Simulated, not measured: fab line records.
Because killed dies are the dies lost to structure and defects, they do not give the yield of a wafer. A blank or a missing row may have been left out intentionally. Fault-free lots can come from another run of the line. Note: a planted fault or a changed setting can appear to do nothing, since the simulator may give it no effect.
Matching of chambers    flow n5Finfet    N5_BEOL_M0_SAQP_MANDREL_ETCH_103 on rieSi-03 has 4 sister chambers
The step etches a-Si in HBr/Cl2, stops on SiCN, target depth 45 nm, bt time 10 s, time 27 s. 8 wafers are shown with their chamber, then 12 later ones without.

WAFERS PAIRED WITH THEIR CHAMBERS
wafer   chamber  throttleValvePct (%)  drypumpMotorCurrentA (A)
L082.4  3        35.7                  5.4
L083.2  1        36.3                  5.2
L083.5  3        35.7                  5.3
L084.3  1        36.2                  5.3
L087.4  2        35.5                  6.0
L089.1  0        36.6                  5.1
L089.3  2        35.5                  6.0
L089.6  0        36.6                  5.0

WAFERS WHOSE CHAMBER IS MISSING
wafer   throttleValvePct (%)  drypumpMotorCurrentA (A)
L090.2  35.7                  5.3
L090.3  35.5                  6.0
L090.6  36.6                  5.1
L093.2  36.6                  5.1
L093.4  36.3                  5.2
L093.6  35.7                  5.4
L094.4  36.6                  5.1
L094.5  35.5                  6.0
L094.6  35.7                  5.4
L095.1  35.7                  5.4
L095.2  36.6                  5.1
L095.4  35.5                  6.0

WHICH CHAMBER EACH ONE RAN IN
wafer   from the rows above  in truth
L090.2  3                    3
L090.3  2                    2
L090.6  0                    0
L093.2  0                    0
L093.4  1                    1
L093.6  3                    3
L094.4  0                    0
L094.5  2                    2
L094.6  3                    3
L095.1  3                    3
L095.2  0                    0
L095.4  2                    2
Correct placement for 12 of the 12. Number that these rows cannot place: 0. Placed wrongly: 0.
How it was worked out, from the rows above alone: a wafer's distance from a chamber is the root of the sum, over the readings, of the square of ((its reading less the chamber's mean) divided by the reading's scatter). The wafer belongs to the nearest chamber; if the next one is less than 2 further off, it can't be placed. Each chamber's mean is taken over the wafers shown for it. The scatter: take each reading less its chamber's mean, square it, sum over the shown wafers, divide by the number of wafers less the number of chambers, and take the root.
